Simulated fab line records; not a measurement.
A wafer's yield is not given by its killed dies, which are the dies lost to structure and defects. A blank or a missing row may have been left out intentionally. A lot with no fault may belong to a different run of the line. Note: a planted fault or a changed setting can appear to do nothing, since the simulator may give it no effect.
A lot that was struck, set against a sound lot | flow nandHarc | 41 out of 1159 route steps
Sound: the wafers L200.3, L200.4, L200.5. Struck: wafer L208.2 (L208.3, L208.5, from the same lot, were not struck and are left out); the cause is given at the end.
Per side, at each step with rows, come the tool, then ch with its chambers, and then its first start. Under that, the readings that differ: sound wafers | struck wafers | difference of the means | sigmas: that difference in standard deviations of wafers without a fault.
alike: same words and numbers on both sides, and readings whose means sit less than 2 such deviations apart. not compared: any withheld reading, any reading some wafer has no value for, any bound like >300 that may hide the same value, and any number with overlapping values for which the record gives no deviation.
The two part at a step that has a row with sigmas, a row that says differs or no value, or rows on one side only. When numbers do not overlap yet have no deviation, they are printed without sigmas and do not part them. A reading missing from all wafers of one side parts the sides only when that side holds two or more wafers.

first, 2 steps without rows for these wafers: NHARC_THIN_TSV_DESCUM_14 (chemistry O2, time 3 s); NHARC_THIN_TSV_ETCH_44 (etches the open film in CF4/O2, target depth 1594.2 nm, time 797.1 s).
NHARC_THIN_TSV_ETCH_15: target depth 3000 nm, bosch target overetch cycles 2, bosch etch step 2.8 s.
  sound on rieSi-05 ch 0,1, day 18 18:37; struck on rieSi-05 ch 0, day 20 20:28
  alike: drypumpMotorCurrentA
  not compared: rfHoursCounterH
NHARC_THIN_TSV_CD_MEAS_16:
  sound on cdSem-03, day 18 18:46; struck on cdSem-02, day 20 20:35
  alike: cdNm
NHARC_THIN_TSV_STRIP_45: strips in O2.
  sound on plasmaAsher-02 ch 0,1, day 18 18:56; struck on plasmaAsher-01 ch 1, day 20 20:43
reading             | sound       | struck | difference                   | sigmas
heaterPowerW (W)    | 333 369 372 | 298    | -60                          | -2
rfHoursCounterH (h) | - - -       | 4      | no value on the sound wafers | 
  alike: drypumpMotorCurrentA
then, 1 step without rows for these wafers: NHARC_THIN_TSV_STRIP_46 (strips in post etch residue remover, time 1200 s).
NHARC_THIN_TSV_DEP_47: deposits SiO2, target thk 200 nm.
  sound on pecvd-04 ch 0,1, day 18 19:44; struck on pecvd-04 ch 0, day 20 21:31
  alike: throttleValvePct
then, 3 steps without rows for these wafers: NHARC_THIN_TSV_ETCHBACK_48 (etches the open film in C4F8/Ar, target depth 1028.5 nm, time 405.17 s); NHARC_THIN_TSV_STRIP_62 (strips in N2/H2, time 20 s); NHARC_THIN_TSV_DEGAS_49 (time 120 s).
NHARC_THIN_TSV_PRE_CLEAN_50: time 30 s.
  sound on pvdSputter-03; struck on pvdSputter-01
  alike: heaterPowerW
then, 1 step without rows for these wafers: NHARC_THIN_TSV_PVD_19 (deposits TaN, target thk 20 nm).
NHARC_THIN_TSV_PVD_51: deposits Cu, target thk 100 nm.
  sound on pvdSputter-03, day 18 20:53; struck on pvdSputter-01, day 20 22:41
  alike: throttleValvePct
then, 1 step without rows for these wafers: NHARC_THIN_TSV_ECD_20 (material Cu, target thk 2000 nm).
NHARC_THIN_TSV_ANNEAL_52: time 90 s.
  sound on rtpAnneal-01 ch 0, day 18 21:54; struck on rtpAnneal-01 ch 0, day 20 23:38
  alike: wafer_temp_C_max
then, 14 steps without rows for these wafers: NHARC_THIN_TSV_CMP_21 (polishes, t overpolish 30 s, target thk 2000 nm); NHARC_THIN_TSV_SRD_23; NHARC_THIN_TSV_DEGAS_53 (time 60 s); NHARC_THIN_TSV_PRE_CLEAN_54 (time 30 s); NHARC_THIN_TSV_PVD_55 (deposits TiN, target thk 50 nm); NHARC_THIN_TSV_PVD_24 (deposits Al, target thk 800 nm); NHARC_THIN_TSV_DEHYDRATE_25 (time 120 s); NHARC_THIN_TSV_HMDS_26 (time 30 s); NHARC_THIN_TSV_COAT_27; NHARC_THIN_TSV_SOFTBAKE_28 (time 95 s); NHARC_THIN_TSV_EBR_29; NHARC_THIN_TSV_EXPOSE_30 (exposes mask PAD); NHARC_THIN_TSV_PEB_31 (peb time 85 s); NHARC_THIN_TSV_DEVELOP_32 (time 70 s).
NHARC_THIN_TSV_CD_MEAS_33: target cd 5000 nm.
  sound on cdSem-01 ch 0, day 18 23:38; struck on cdSem-01 ch 0, day 21 01:33
  alike: cdNm
then, 6 steps without rows for these wafers: NHARC_THIN_TSV_HARDBAKE_34 (time 80 s); NHARC_THIN_TSV_DESCUM_35 (chemistry O2, time 3 s); NHARC_THIN_TSV_ETCH_59 (etches the open film in Cl2/BCl3, target depth 880 nm, time 138.1 s); NHARC_THIN_TSV_ETCH_36 (etches the open film in Cl2/BCl3, target depth 65 nm, time 18.571 s); NHARC_THIN_TSV_STRIP_56 (strips in O2); NHARC_THIN_TSV_STRIP_57 (strips in post etch residue remover, time 1200 s).
NHARC_THIN_TSV_CD_MEAS_37:
  sound on cdSem-02, day 19 01:09; struck on cdSem-03, day 21 03:02
  alike: cdNm
then, 1 step without rows for these wafers: NHARC_THIN_TSV_ANNEAL_58 (time 1800 s).
NHARC_THIN_TSV_INSPECT_40:
  sound on defectInspect-02, day 19 05:35; struck on defectInspect-01, day 21 05:48
  alike: rawDefectCount
NHARC_END_WLT_00:
  the record holds rows for the sound wafers here (prober-02, day 19 10:52) but none for the struck ones
NHARC_END_SORT_01:
  here the record holds rows for the struck wafers (prober-01 ch 0, day 21 10:50) but none for the sound ones

== WHERE THEY PART ==
First at NHARC_THIN_TSV_STRIP_45; last, within this record, at NHARC_END_SORT_01.

WHY: what had been put in by the simulator
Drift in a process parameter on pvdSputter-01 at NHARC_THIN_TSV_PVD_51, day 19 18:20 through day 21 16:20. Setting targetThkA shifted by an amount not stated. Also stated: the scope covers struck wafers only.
